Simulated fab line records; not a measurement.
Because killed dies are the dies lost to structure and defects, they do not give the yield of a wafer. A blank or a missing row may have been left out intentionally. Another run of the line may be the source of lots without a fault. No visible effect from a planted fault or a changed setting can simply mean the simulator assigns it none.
fab line records	flow n5-finfet
record lots=5	wafers=15	last-day=19
route steps=1938 shown BEOL_M4@1109 BEOL_M5@1112
lots untouched by any fault: they come from a run of this same line in which no faults occurred
start-h: hours from the record's opening day to when the first of the lot's shown wafers began	wait-h: time in hours since the lot's previous step	" identical to the entry in the row above	L1.1+2: a row that stands for several wafers	- value missing, or start not given	* or withheld: withheld	< > ~ a bound
route shown NAME@n: NAME is a module with steps in the file, n the number in the route of the first one	usual: mean/standard deviation taken from wafers without a fault	same: alike in all rows	chamber/n: place in a boat	sites: each site's reading	_std_site: the values' standard deviation	_edge_site: outer sites' mean less inner sites'	radius-mm: for every site, how far away it sits from the centre of the wafer	mask NAME#n: copy n	behind: the most recent tool/chamber to have shaped the wafer	hold: the reason the lot was held/the length of the hold in hours/how it ended	device: names the non-switching transistor (n, p or np)	end of line: the route-end tests of the same wafers	a step with no rows: only its recipe	killed: the dies lost at the first sort to structure and to defects; this is not the yield of the wafer	map: the dies of a wafer, with x for killed, . for not killed, _ for no die there
set.NAME: the setting that was run; set.NAME@STEP: the one run at that earlier step	model.NAME: the simulator's own value behind a step, which no gauge read
lots at some steps of the route; a table a step, a row a wafer
services: a tool's chamber out of use, with start hour (start-h, from the record's first day; less than 0 if before it), hours out, and reason
## steps
# step N5_BEOL_M4_RS_MEAS_58
# recipe thk-meas-gauge=four-point-probe	reads=Co_of_BEOL_M4_CO_CAP_55+Cu_of_BEOL_M4_ECD_50+Co_of_BEOL_M4_CVD_47+TaN_of_BEOL_M4_ALD_84
# usual M4_RS=0.67/0.035
lot.wafer	tool	chamber	start-h	wait-h	M4_RS[ohm/sq]
L077.1	film-metro-01	-	251.98	0.0	0.65
L077.2	"	-	"	"	0.66
L077.3	"	-	"	"	0.63
L081.1	film-metro-01	-	262.22	0.0	0.67
L081.3	"	-	"	"	0.65
L081.4	"	-	"	"	0.73
L078.2	film-metro-01	-	270.31	0.1	0.73
L078.3	"	-	"	"	0.65
L078.5	"	-	"	"	0.64
L093.3	film-metro-02	-	312.29	0.1	0.71
L093.4	"	-	"	"	0.69
L093.6	"	-	"	"	0.67
L097.4	film-metro-01	-	361.90	0.0	0.62
L097.5	"	-	"	"	0.69
L097.6	"	-	"	"	0.73
# step N5_BEOL_M4_INSPECT_59
# recipe inspect-instrument=darkfield	mode=post-dep
# usual raw-defect-count=71/22
lot.wafer	tool	chamber	start-h	wait-h	raw-defect-count
L077.1	defect-inspect-01	-	252.01	0.0	54
L077.2	"	-	"	"	65
L077.3	"	-	"	"	50
L081.1	defect-inspect-01	-	262.25	0.0	69
L081.3	"	-	"	"	62
L081.4	"	-	"	"	88
L078.2	defect-inspect-01	-	270.34	0.0	49
L078.3	"	-	"	"	63
L078.5	"	-	"	"	80
L093.3	defect-inspect-02	-	312.32	0.0	57
L093.4	"	-	"	"	47
L093.6	"	-	"	"	43
L097.4	defect-inspect-01	-	361.93	0.0	60
L097.5	"	-	"	"	53
L097.6	"	-	"	"	117
# step N5_BEOL_M4_RC_MEAS_101
# usual DIBL_N=36.1/1.9	DIBL_P=36.1/2.4	IOFF_N=0.15/0.032	IOFF_P=0.21/0.036	ION_N=673/12	ION_P=463/7.6	SS_N=71.5/0.63	SS_P=73.1/0.65	VT_N=251/3.1	VT_P=-250/3.2
lot.wafer	tool	chamber	start-h	wait-h	DIBL_N[mV/V]	DIBL_P[mV/V]	IOFF_N[nA/um]	IOFF_P[nA/um]	ION_N[uA/um]	ION_P[uA/um]	SS_N[mV/dec]	SS_P[mV/dec]	VT_N[mV]	VT_P[mV]
L077.1	prober-01	0	252.04	0.0	33.8	33.5	0.11	0.15	666	449	70.8	72.9	256	-257
L077.2	"	0	"	"	36.4	35.5	0.14	0.17	658	447	71.8	73.3	255	-256
L077.3	"	0	"	"	35.0	35.1	0.14	0.18	667	452	71.2	74.1	252	-255
L081.1	prober-02	0	262.27	0.0	37.3	37.3	0.15	0.23	679	472	71.3	74.1	251	-246
L081.3	"	0	"	"	38.0	37.5	0.16	0.24	680	466	71.7	74.0	250	-248
L081.4	"	0	"	"	37.0	36.2	0.14	0.21	669	466	71.8	73.1	251	-249
L078.2	prober-02	0	270.52	0.2	33.3	31.8	0.11	0.18	653	462	70.8	73.1	254	-253
L078.3	"	0	"	"	35.1	33.0	0.13	0.19	676	465	71.4	72.7	251	-251
L078.5	"	0	"	"	31.5	28.4	0.09	0.14	652	454	70.0	72.0	257	-256
L093.3	prober-01	0	312.65	0.3	35.0	33.5	0.11	0.18	655	453	71.1	72.6	257	-255
L093.4	"	0	"	"	35.6	34.0	0.13	0.20	684	467	71.0	72.5	253	-250
L093.6	"	0	"	"	38.0	37.1	0.17	0.24	685	466	72.1	74.2	251	-247
L097.4	prober-01	0	362.42	0.5	34.7	36.4	0.13	0.18	679	467	71.8	73.0	254	-252
L097.5	"	0	"	"	34.6	35.9	0.13	0.18	667	454	71.2	72.7	253	-252
L097.6	"	0	"	"	33.1	35.0	0.11	0.16	657	452	71.6	72.8	258	-253
# step N5_BEOL_M5_ILD_DEP_00
# recipe material=SiCOH_lowk	target-thk-a=1406.4	temp-c=300	precursor=DEMS/porogen	pressure-torr=5	rf-w=500	time-s=25.9
# usual heater-power-w=321/35	showerhead-plenum-p-Torr=5.735/0.016	throttle-valve-pct=13.9/0.98
lot.wafer	tool	chamber	start-h	wait-h	heater-power-w	showerhead-plenum-p-Torr	throttle-valve-pct
L077.1	pecvd-02	0	253.00	0.8	349	5.746	15.3
L077.2	"	2	"	"	328	5.724	13.1
L077.3	"	1	"	"	378	5.756	14.5
L081.1	pecvd-04	0	263.24	0.8	260	5.715	13.3
L081.3	"	1	"	"	289	5.763	14.5
L081.4	"	2	"	"	331	5.723	13.3
L078.2	pecvd-03	0	271.33	0.7	343	5.723	12.8
L078.3	"	1	"	"	309	5.730	14.7
L078.5	"	0	"	"	334	5.711	13.0
L093.3	pecvd-03	0	313.31	0.5	363	5.724	13.0
L093.4	"	2	"	"	294	5.738	12.1
L093.6	"	0	"	"	288	5.723	12.7
L097.4	pecvd-03	0	362.93	0.4	312	5.733	12.8
L097.5	"	1	"	"	307	5.749	14.2
L097.6	"	2	"	"	259	5.733	12.5
# step N5_BEOL_M5_CURE_79
# recipe temp-c=385	time-s=240	ambient=He/Ar	material=SiCOH_lowk
# usual lamp-power-pct=52.31/0.05	wafer_temp_C_max=387.2/0.57
lot.wafer	tool	chamber	start-h	wait-h	lamp-power-pct	wafer_temp_C_max
L077.1	uv-cure-01	1	253.06	0.0	52.37	386.7
L077.2	"	1	"	"	52.32	386.8
L077.3	"	1	"	"	52.28	386.9
L081.1	uv-cure-03	2	263.30	0.0	52.28	387.6
L081.3	"	2	"	"	52.38	387.2
L081.4	"	2	"	"	52.31	387.1
L078.2	uv-cure-02	1	271.47	0.1	52.31	388.5
L078.3	"	1	"	"	52.30	387.9
L078.5	"	1	"	"	52.29	387.2
L093.3	uv-cure-03	2	313.53	0.2	52.27	387.4
L093.4	"	2	"	"	52.31	386.7
L093.6	"	2	"	"	52.28	387.4
L097.4	uv-cure-01	0	363.46	0.5	52.38	388.4
L097.5	"	0	"	"	52.30	387.7
L097.6	"	0	"	"	52.27	387.1
# step N5_BEOL_M5_THK_MEAS_01
# recipe reads=SiCOH_lowk_of_BEOL_M5_ILD_DEP_00
# usual M5_ILD_THK=121.0/1.8
lot.wafer	tool	chamber	start-h	wait-h	M5_ILD_THK[nm]
L077.1	film-metro-02	-	254.05	0.8	119.6
L077.2	"	-	"	"	119.5
L077.3	"	-	"	"	118.1
L081.1	film-metro-02	-	263.81	0.4	118.2
L081.3	"	-	"	"	117.8
L081.4	"	-	"	"	122.1
L078.2	film-metro-01	-	271.90	0.4	120.9
L078.3	"	-	"	"	122.3
L078.5	"	-	"	"	122.4
L093.3	film-metro-01	-	313.88	0.3	116.5
L093.4	"	-	"	"	120.8
L093.6	"	-	"	"	119.0
L097.4	film-metro-01	-	363.97	0.4	120.2
L097.5	"	-	"	"	122.6
L097.6	"	-	"	"	122.9
# step N5_BEOL_M5_PECVD_70
# recipe material=SiO2	target-thk-a=160	temp-c=400	precursor=TEOS/O2	pressure-torr=5.5	rf-w=450	teos-flow-sccm=53.8	gas=O2	flow-sccm=3000	time-s=18
# usual heater-power-w=737/70	showerhead-plenum-p-Torr=8.76/0.068	throttle-valve-pct=22.2/1.4
lot.wafer	tool	chamber	start-h	wait-h	heater-power-w	showerhead-plenum-p-Torr	throttle-valve-pct
L077.1	pecvd-02	2	254.09	0.0	747	8.70	21.2
L077.2	"	1	"	"	838	8.81	23.2
L077.3	"	0	"	"	757	8.72	24.6
L081.1	pecvd-04	2	263.85	0.0	834	8.76	21.3
L081.3	"	1	"	"	732	8.89	23.4
L081.4	"	2	"	"	867	8.75	21.3
L078.2	pecvd-03	1	271.94	0.0	601	8.77	23.2
L078.3	"	0	"	"	728	8.73	20.8
L078.5	"	2	"	"	687	8.76	19.6
L093.3	pecvd-02	2	313.92	0.0	726	8.70	21.2
L093.4	"	1	"	"	840	8.82	23.1
L093.6	"	2	"	"	728	8.70	21.0
L097.4	pecvd-03	0	364.02	0.1	786	8.69	20.6
L097.5	"	2	"	"	682	8.77	19.9
L097.6	"	1	"	"	712	8.77	23.5
# step N5_BEOL_M5_HM_DEP_02
# recipe material=TiN	target-thk-a=200	temp-c=25	chamber-pressure-pa=0.49996
# usual throttle-valve-pct=30.0/0.86
lot.wafer	tool	chamber	start-h	wait-h	throttle-valve-pct
L077.1	pvd-sputter-01	-	256.11	2.0	30.8
L077.2	"	-	"	"	29.1
L077.3	"	-	"	"	30.3
L081.1	pvd-sputter-02	-	264.78	0.9	30.9
L081.3	"	-	"	"	30.5
L081.4	"	-	"	"	29.1
L078.2	pvd-sputter-03	-	274.17	2.2	29.9
L078.3	"	-	"	"	29.4
L078.5	"	-	"	"	30.1
L093.3	pvd-sputter-01	-	314.58	0.6	30.4
L093.4	"	-	"	"	31.5
L093.6	"	-	"	"	29.2
L097.4	pvd-sputter-02	-	364.78	0.7	29.2
L097.5	"	-	"	"	29.2
L097.6	"	-	"	"	31.2
# step N5_BEOL_M5_COAT_59
# recipe resist=SOC	temp-c=250	time-s=60	spin-rpm=1500	resist-thk-nm=60
# usual chill-plate-temp-C=23.01/0.11
lot.wafer	tool	chamber	start-h	wait-h	chill-plate-temp-C
L077.1	litho-track-05	0	256.23	0.1	23.18
L077.2	"	0	"	"	23.04
L077.3	"	0	"	"	23.13
L081.1	litho-track-02	0	264.90	0.1	22.86
L081.3	"	0	"	"	23.04
L081.4	"	0	"	"	23.03
L078.2	litho-track-02	0	274.30	0.1	22.83
L078.3	"	0	"	"	22.92
L078.5	"	0	"	"	23.18
L093.3	litho-track-02	0	314.70	0.1	22.90
L093.4	"	0	"	"	22.90
L093.6	"	0	"	"	23.20
L097.4	litho-track-05	0	364.91	0.1	22.97
L097.5	"	0	"	"	23.04
L097.6	"	0	"	"	23.01
# step N5_BEOL_M5_COAT_60
# recipe resist=SiARC	temp-c=220	time-s=60	spin-rpm=1500	resist-thk-nm=12
# usual chill-plate-temp-C=23.00/0.11
lot.wafer	tool	chamber	start-h	wait-h	chill-plate-temp-C
L077.1	litho-track-05	0	-	-	22.94
L077.2	"	0	"	"	23.09
L077.3	"	0	"	"	23.01
L081.1	litho-track-02	0	-	-	23.02
L081.3	"	0	"	"	23.00
L081.4	"	0	"	"	22.97
L078.2	litho-track-02	0	-	-	23.02
L078.3	"	0	"	"	22.95
L078.5	"	0	"	"	22.90
L093.3	litho-track-02	0	-	-	23.09
L093.4	"	0	"	"	22.96
L093.6	"	0	"	"	23.06
L097.4	litho-track-05	0	-	-	22.99
L097.5	"	0	"	"	23.02
L097.6	"	0	"	"	23.01
# step N5_BEOL_M5_COAT_71
# recipe resist=underlayer	temp-c=205	time-s=60	spin-rpm=1500	resist-thk-nm=5
# usual chill-plate-temp-C=23.00/0.11
lot.wafer	tool	chamber	start-h	wait-h	chill-plate-temp-C
L077.1	litho-track-05	0	-	-	22.98
L077.2	"	0	"	"	22.88
L077.3	"	0	"	"	22.87
L081.1	litho-track-02	0	-	-	23.08
L081.3	"	0	"	"	23.22
L081.4	"	0	"	"	23.17
L078.2	litho-track-02	0	-	-	22.86
L078.3	"	0	"	"	22.91
L078.5	"	0	"	"	22.90
L093.3	litho-track-02	0	-	-	23.13
L093.4	"	0	"	"	23.00
L093.6	"	0	"	"	23.05
L097.4	litho-track-05	0	-	-	23.00
L097.5	"	0	"	"	22.93
L097.6	"	0	"	"	22.99
# step N5_BEOL_M5_COAT_05
# recipe resist=CAR-EUV	spin-rpm=1500	resist-thk-nm=30
# usual chill-plate-temp-C=23.02/0.12
lot.wafer	tool	chamber	start-h	wait-h	chill-plate-temp-C
L077.1	litho-track-05	0	-	-	22.97
L077.2	"	0	"	"	23.13
L077.3	"	0	"	"	23.24
L081.1	litho-track-02	0	-	-	23.28
L081.3	"	0	"	"	23.04
L081.4	"	0	"	"	22.91
L078.2	litho-track-02	0	-	-	22.88
L078.3	"	0	"	"	23.08
L078.5	"	0	"	"	22.96
L093.3	litho-track-02	0	-	-	23.29
L093.4	"	0	"	"	23.19
L093.6	"	0	"	"	23.04
L097.4	litho-track-05	0	-	-	23.12
L097.5	"	0	"	"	22.92
L097.6	"	0	"	"	23.13
# step N5_BEOL_M5_EBR_07
# recipe solvent=PGMEA	ebr-width-mm=1.5
# usual chill-plate-temp-C=23.00/0.1
lot.wafer	tool	chamber	start-h	wait-h	chill-plate-temp-C
L077.1	litho-track-05	0	-	-	22.91
L077.2	"	0	"	"	22.86
L077.3	"	0	"	"	22.97
L081.1	litho-track-02	0	-	-	23.07
L081.3	"	0	"	"	23.07
L081.4	"	0	"	"	23.04
L078.2	litho-track-02	0	-	-	23.17
L078.3	"	0	"	"	22.98
L078.5	"	0	"	"	22.98
L093.3	litho-track-02	0	-	-	23.02
L093.4	"	0	"	"	23.13
L093.6	"	0	"	"	23.14
L097.4	litho-track-05	0	-	-	22.90
L097.5	"	0	"	"	22.78
L097.6	"	0	"	"	23.00
# step N5_BEOL_M5_SOFTBAKE_06
# recipe temp-c=110	time-s=60	resist=CAR-EUV
# usual chill-plate-temp-C=22.99/0.1
lot.wafer	tool	chamber	start-h	wait-h	chill-plate-temp-C
L077.1	litho-track-05	0	-	-	23.07
L077.2	"	0	"	"	23.12
L077.3	"	0	"	"	23.14
L081.1	litho-track-02	0	-	-	23.04
L081.3	"	0	"	"	23.00
L081.4	"	0	"	"	23.11
L078.2	litho-track-02	0	-	-	22.83
L078.3	"	0	"	"	23.04
L078.5	"	0	"	"	22.89
L093.3	litho-track-02	0	-	-	22.90
L093.4	"	0	"	"	22.90
L093.6	"	0	"	"	23.05
L097.4	litho-track-05	0	-	-	22.99
L097.5	"	0	"	"	22.88
L097.6	"	0	"	"	23.13
# step N5_BEOL_M5_EXPOSE_08
# recipe mask-id=M5	na=0.33	source-shape=annular	sigma-inner=0.4	sigma-outer=0.8	polarization=unpolarized	target-cd-nm=28	dose-mj=35.75
lot.wafer	tool	chamber	start-h	wait-h	mask
L077.1+2+3	euv-scanner-01	0	256.37	-	M5#0
L081.1+3+4	euv-scanner-02	0	265.17	-	M5#0
L078.2+3+5	euv-scanner-01	0	274.44	-	M5#0
L093.3+4+6	euv-scanner-02	0	314.87	-	M5#0
L097.4+5+6	euv-scanner-02	0	365.07	-	M5#0
# step N5_BEOL_M5_PEB_09
# recipe peb-temp-c=100	peb-time-s=60	resist=CAR-EUV
# usual chill-plate-temp-C=23.00/0.1
# same peb-time-s=60
lot.wafer	tool	chamber	start-h	wait-h	chill-plate-temp-C
L077.1	litho-track-05	0	256.43	0.1	22.99
L077.2	"	0	"	"	23.14
L077.3	"	0	"	"	23.03
L081.1	litho-track-03	0	265.23	0.1	23.00
L081.3	"	0	"	"	23.11
L081.4	"	0	"	"	23.08
L078.2	litho-track-02	0	274.49	0.0	22.98
L078.3	"	0	"	"	23.08
L078.5	"	0	"	"	23.00
L093.3	litho-track-03	0	314.92	0.0	22.87
L093.4	"	0	"	"	22.98
L093.6	"	0	"	"	23.00
L097.4	litho-track-03	0	365.12	0.0	22.88
L097.5	"	0	"	"	22.91
L097.6	"	0	"	"	22.93
# step N5_BEOL_M5_DEVELOP_10
# recipe develop-time-s=30	developer=TMAH	resist=CAR-EUV	rinse-liquid=surfactant-rinse	dry=air-spin	dev-temp-c=23
# usual chill-plate-temp-C=23.00/0.11
lot.wafer	tool	chamber	start-h	wait-h	chill-plate-temp-C
L077.1	litho-track-05	0	-	-	22.99
L077.2	"	0	"	"	23.04
L077.3	"	0	"	"	23.03
L081.1	litho-track-03	0	-	-	23.07
L081.3	"	0	"	"	23.05
L081.4	"	0	"	"	23.14
L078.2	litho-track-02	0	-	-	22.91
L078.3	"	0	"	"	23.09
L078.5	"	0	"	"	23.21
L093.3	litho-track-03	0	-	-	22.94
L093.4	"	0	"	"	22.99
L093.6	"	0	"	"	22.98
L097.4	litho-track-03	0	-	-	22.89
L097.5	"	0	"	"	22.85
L097.6	"	0	"	"	22.93
# step N5_BEOL_M5_CD_MEAS_11
# recipe target-cd-nm=27.74	landing-energy-ev=500	detector=se-inlens
# usual cd-nm=27.94/0.26
lot.wafer	tool	chamber	start-h	wait-h	cd-nm
L077.1	cd-sem-03	0	256.50	-	27.98
L077.2	"	0	"	"	28.05
L077.3	"	0	"	"	27.40
L081.1	cd-sem-02	0	265.29	-	27.47
L081.3	"	0	"	"	27.77
L081.4	"	0	"	"	28.09
L078.2	cd-sem-03	0	274.56	-	27.99
L078.3	"	0	"	"	28.23
L078.5	"	0	"	"	27.91
L093.3	cd-sem-02	0	314.98	-	28.16
L093.4	"	0	"	"	27.86
L093.6	"	0	"	"	27.55
L097.4	cd-sem-02	0	365.18	-	28.17
L097.5	"	0	"	"	28.11
L097.6	"	0	"	"	27.94
# step N5_BEOL_M5_OVL_MEAS_12
# recipe points-per-wafer=522
# usual M5_OVL=0.3/0.71
lot.wafer	tool	chamber	start-h	wait-h	M5_OVL[nm]
L077.1	overlay-01	0	256.53	0.0	0.2
L077.2	"	0	"	"	-0.6
L077.3	"	0	"	"	-0.8
L081.1	overlay-02	0	265.32	0.0	0.5
L081.3	"	0	"	"	0.5
L081.4	"	0	"	"	-1.0
L078.2	overlay-01	0	274.60	0.0	-1.7
L078.3	"	0	"	"	-0.6
L078.5	"	0	"	"	-0.6
L093.3	overlay-01	0	315.02	0.0	-0.2
L093.4	"	0	"	"	-0.2
L093.6	"	0	"	"	-0.5
L097.4	overlay-01	0	365.23	0.0	1.7
L097.5	"	0	"	"	1.3
L097.6	"	0	"	"	0.6
# step N5_BEOL_M5_INSPECT_13
# recipe mode=adi	inspect-instrument=brightfield
# usual raw-defect-count=405/95
lot.wafer	tool	chamber	start-h	wait-h	raw-defect-count
L077.1	defect-inspect-01	-	256.59	0.1	592
L077.2	"	-	"	"	555
L077.3	"	-	"	"	608
L081.1	defect-inspect-01	-	265.38	0.1	386
L081.3	"	-	"	"	304
L081.4	"	-	"	"	350
L078.2	defect-inspect-02	-	274.65	0.0	516
L078.3	"	-	"	"	594
L078.5	"	-	"	"	486
L093.3	defect-inspect-01	-	315.07	0.0	392
L093.4	"	-	"	"	363
L093.6	"	-	"	"	294
L097.4	defect-inspect-01	-	365.27	0.0	483
L097.5	"	-	"	"	345
L097.6	"	-	"	"	539
# step N5_BEOL_M5_DESCUM_16
# recipe chemistry=O2	time-s=7	source-power-w=50	bias-power-w=20	pressure-mtorr=20	rf-frequency-hz=2.712e+07	temp-c=40	resist=CAR-EUV	o2-flow-sccm=225
# usual chamber-pressure-mTorr=19.998/0.017	drypump-motor-current-A=5.8/0.64	oes-product-au=0.76/0.069	rf-vpp-V=242.8/1.4	showerhead-plenum-p-Torr=2.08/0.07	temp-c=40.00/0.12	throttle-valve-pct=20.42/0.25
lot.wafer	tool	chamber	start-h	wait-h	chamber-pressure-mTorr	drypump-motor-current-A	oes-product-au	rf-hours-counter-h	rf-vpp-V	showerhead-plenum-p-Torr	temp-c	throttle-valve-pct
L077.1	rie-diel-02	2	256.62	0.0	19.981	6.3	0.71	205	242.2	2.10	40.04	21.01
L077.2	"	0	"	"	20.010	5.5	0.70	237	240.7	1.96	39.84	20.34
L077.3	"	3	"	"	19.983	5.6	0.81	92	241.3	1.96	40.02	20.44
L081.1	rie-diel-06	1	265.42	0.0	19.985	5.0	0.74	160	241.9	2.09	39.99	20.53
L081.3	"	2	"	"	20.014	6.6	0.77	121	243.3	2.10	39.99	20.44
L081.4	"	0	"	"	20.010	5.0	0.76	164	243.3	2.11	40.14	20.36
L078.2	rie-diel-05	1	274.68	0.0	19.995	6.1	0.80	125	242.3	2.07	39.89	20.09
L078.3	"	3	"	"	20.025	6.2	0.72	181	241.2	2.07	40.06	20.73
L078.5	"	2	"	"	19.986	5.0	0.74	-	243.6	2.19	39.82	20.54
L093.3	rie-diel-05	1	315.12	0.0	20.010	6.1	0.78	135	242.9	2.07	40.19	20.09
L093.4	"	2	"	"	20.000	5.0	0.72	190	245.4	2.19	39.86	20.56
L093.6	"	2	"	"	19.986	5.0	0.72	-	243.9	2.19	39.80	20.57
L097.4	rie-diel-06	3	365.37	0.1	20.001	6.6	0.69	214	240.8	1.99	39.81	20.31
L097.5	"	2	"	"	19.998	6.6	0.75	-	245.7	2.09	40.18	20.48
L097.6	"	3	"	"	20.002	6.6	0.69	-	241.9	1.99	39.91	20.30
# step N5_BEOL_M5_ETCH_72
# recipe chemistry=N2/H2	target=underlayer	target-depth-a=65	mask-material=CAR-EUV	time-s=5.2	ion-energy-ev=200	pressure-mtorr=30	source-w=840	bias-w=150	n2-flow-sccm=200	h2-flow-sccm=200	ends=cleared
# usual chamber-pressure-mTorr=29.99/0.044	drypump-motor-current-A=5.8/0.64	etch-rf-on-time-s=5.14/0.12	oes-product-au=0.65/0.064	rf-vpp-V=523.5/2.6	showerhead-plenum-p-Torr=2.52/0.082	throttle-valve-pct=17.87/0.24
lot.wafer	tool	chamber	start-h	wait-h	chamber-pressure-mTorr	drypump-motor-current-A	etch-rf-on-time-s	oes-product-au	rf-hours-counter-h	rf-vpp-V	showerhead-plenum-p-Torr	throttle-valve-pct
L077.1	rie-diel-02	2	256.65	0.0	30.00	6.3	5.17	0.61	205	526.2	2.53	18.40
L077.2	"	0	"	"	30.01	5.5	5.20	0.59	237	520.5	2.41	17.89
L077.3	"	3	"	"	29.98	5.6	5.24	0.69	92	519.3	2.36	17.83
L081.1	rie-diel-06	1	265.45	0.0	29.98	5.0	5.24	0.63	160	525.3	2.53	18.02
L081.3	"	2	"	"	29.97	6.6	5.04	0.67	121	526.5	2.56	17.97
L081.4	"	0	"	"	30.06	5.1	5.03	0.65	164	522.9	2.54	17.64
L078.2	rie-diel-05	1	274.72	0.0	30.01	6.1	5.13	0.68	125	523.5	2.54	17.73
L078.3	"	3	"	"	29.99	6.1	5.20	0.61	181	523.1	2.54	18.31
L078.5	"	2	"	"	29.94	5.0	5.06	0.63	-	526.5	2.62	17.90
L093.3	rie-diel-05	1	315.15	0.0	29.99	6.1	5.09	0.68	135	525.7	2.54	17.75
L093.4	"	2	"	"	30.03	5.0	4.98	0.62	190	527.6	2.62	17.90
L093.6	"	2	"	"	30.02	5.0	5.03	0.63	-	527.7	2.62	17.88
L097.4	rie-diel-06	3	365.41	0.0	29.99	6.6	5.23	0.58	214	519.0	2.41	17.68
L097.5	"	2	"	"	29.97	6.6	5.06	0.65	-	523.5	2.55	18.01
L097.6	"	3	"	"	29.92	6.7	5.29	0.58	-	519.4	2.41	17.69
## services
tool	chamber	start-h	hours	kind
rie-diel-06	2	239.31	3.9	repair
rie-diel-02	3	241.79	7.1	repair
euv-scanner-02	-	242.30	6.2	pm
pecvd-03	1	249.34	4.8	repair
euv-scanner-01	-	250.52	1.0	pm
euv-scanner-02	-	255.68	0.9	repair
pecvd-02	0	256.67	16.6	repair
rie-diel-06	-	266.99	1.0	repair
euv-scanner-02	-	273.00	4.6	pm
euv-scanner-02	-	279.63	1.0	repair
euv-scanner-02	-	283.31	1.0	pm
euv-scanner-01	-	289.79	0.5	repair
euv-scanner-02	-	289.91	0.3	repair
pvd-sputter-03	-	296.52	4.4	repair
euv-scanner-01	-	306.67	1.0	pm
euv-scanner-01	-	311.82	4.6	pm
pvd-sputter-02	-	313.19	18.0	repair
pecvd-04	0	324.78	9.6	repair
uv-cure-03	-	324.87	7.5	pm
pecvd-02	2	330.28	9.0	repair
euv-scanner-02	-	339.46	1.0	pm
pvd-sputter-01	-	352.24	1.7	repair
rie-diel-05	0	359.41	10.1	repair
euv-scanner-01	-	362.82	1.0	pm
## key
fault none
